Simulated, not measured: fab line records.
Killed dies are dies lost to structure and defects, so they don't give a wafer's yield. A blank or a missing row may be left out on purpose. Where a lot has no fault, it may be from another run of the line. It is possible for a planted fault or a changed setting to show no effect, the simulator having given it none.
Chamber matching | flow n5_finfet | N5_BEOL_M13_ETCH_59 on rie_diel-03: 4 sister chambers
The step etches BARC in N2/H2, target depth 89 nm, overetch 26.7 nm, time 67.9 s. 20 wafers are shown with their chamber, then 10 later ones without.

## WAFERS, EACH WITH ITS CHAMBER
wafer  | chamber | showerhead_plenum_p_Torr (Torr) | throttle_valve_pct (%) | oes_product_au (a.u.)
L075.1 | 0       | 2.53                            | 18.00                  | 0.63
L075.2 | 2       | 2.57                            | 17.64                  | 0.71
L075.5 | 2       | 2.57                            | 17.65                  | 0.70
L076.2 | 2       | 2.57                            | 17.64                  | 0.70
L076.4 | 0       | 2.53                            | 18.01                  | 0.63
L076.5 | 3       | 2.71                            | 18.08                  | 0.76
L079.1 | 3       | 2.70                            | 18.07                  | 0.75
L079.3 | 1       | 2.40                            | 17.91                  | 0.61
L079.5 | 2       | 2.56                            | 17.65                  | 0.69
L086.3 | 3       | 2.70                            | 18.11                  | 0.73
L086.4 | 2       | 2.56                            | 17.68                  | 0.68
L086.5 | 3       | 2.70                            | 18.09                  | 0.73
L085.1 | 0       | 2.53                            | 18.01                  | 0.62
L085.2 | 3       | 2.70                            | 18.09                  | 0.73
L085.3 | 1       | 2.39                            | 17.91                  | 0.60
L085.4 | 2       | 2.56                            | 17.68                  | 0.68
L085.5 | 1       | 2.39                            | 17.91                  | 0.60
L085.6 | 0       | 2.53                            | 18.02                  | 0.63
L089.1 | 2       | 2.56                            | 17.68                  | 0.68
L089.2 | 1       | 2.39                            | 17.93                  | 0.60

SIGNATURES, as means of the wafers listed above
reading                  | chamber 0 | chamber 1 | chamber 2 | chamber 3 | scatter within a chamber
showerhead_plenum_p_Torr | 2.5300    | 2.3925    | 2.5643    | 2.7020    | 0.00452
throttle_valve_pct       | 18.0100   | 17.9150   | 17.6600   | 18.0880   | 0.015
oes_product_au           | 0.6275    | 0.6025    | 0.6914    | 0.7400    | 0.0107
Rule: a wafer's distance from a chamber is the root of the sum, over the readings, of the square of ((its reading less the chamber's mean) divided by the reading's scatter). The wafer belongs to the nearest chamber; if the next one is less than 2 further off, it can't be placed. How the scatter is found: for the shown wafers, subtract from each reading the mean of its chamber, square and add these, divide the total by (wafers less chambers), then take the root.

## WAFERS WITH NO CHAMBER GIVEN
wafer  | showerhead_plenum_p_Torr (Torr) | throttle_valve_pct (%) | oes_product_au (a.u.)
L089.4 | 2.69                            | 18.13                  | 0.73
L090.1 | 2.39                            | 17.94                  | 0.60
L090.2 | 2.52                            | 18.05                  | 0.61
L090.3 | 2.56                            | 17.69                  | 0.68
L092.4 | 2.69                            | 18.11                  | 0.72
L092.5 | 2.56                            | 17.69                  | 0.68
L092.6 | 2.69                            | 18.12                  | 0.72
L094.1 | 2.52                            | 18.07                  | 0.60
L094.2 | 2.69                            | 18.13                  | 0.72
L094.3 | 2.55                            | 17.71                  | 0.67

## CHAMBER TAKEN BY EACH
wafer  | from the rows above | in truth
L089.4 | 3                   | 3
L090.1 | 1                   | 1
L090.2 | 0                   | 0
L090.3 | 2                   | 2
L092.4 | 3                   | 3
L092.5 | 2                   | 2
L092.6 | 3                   | 3
L094.1 | 0                   | 0
L094.2 | 3                   | 3
L094.3 | 2                   | 2
Correct placement for 10 of the 10. Number that these rows cannot place: 0. 0 placed wrongly.
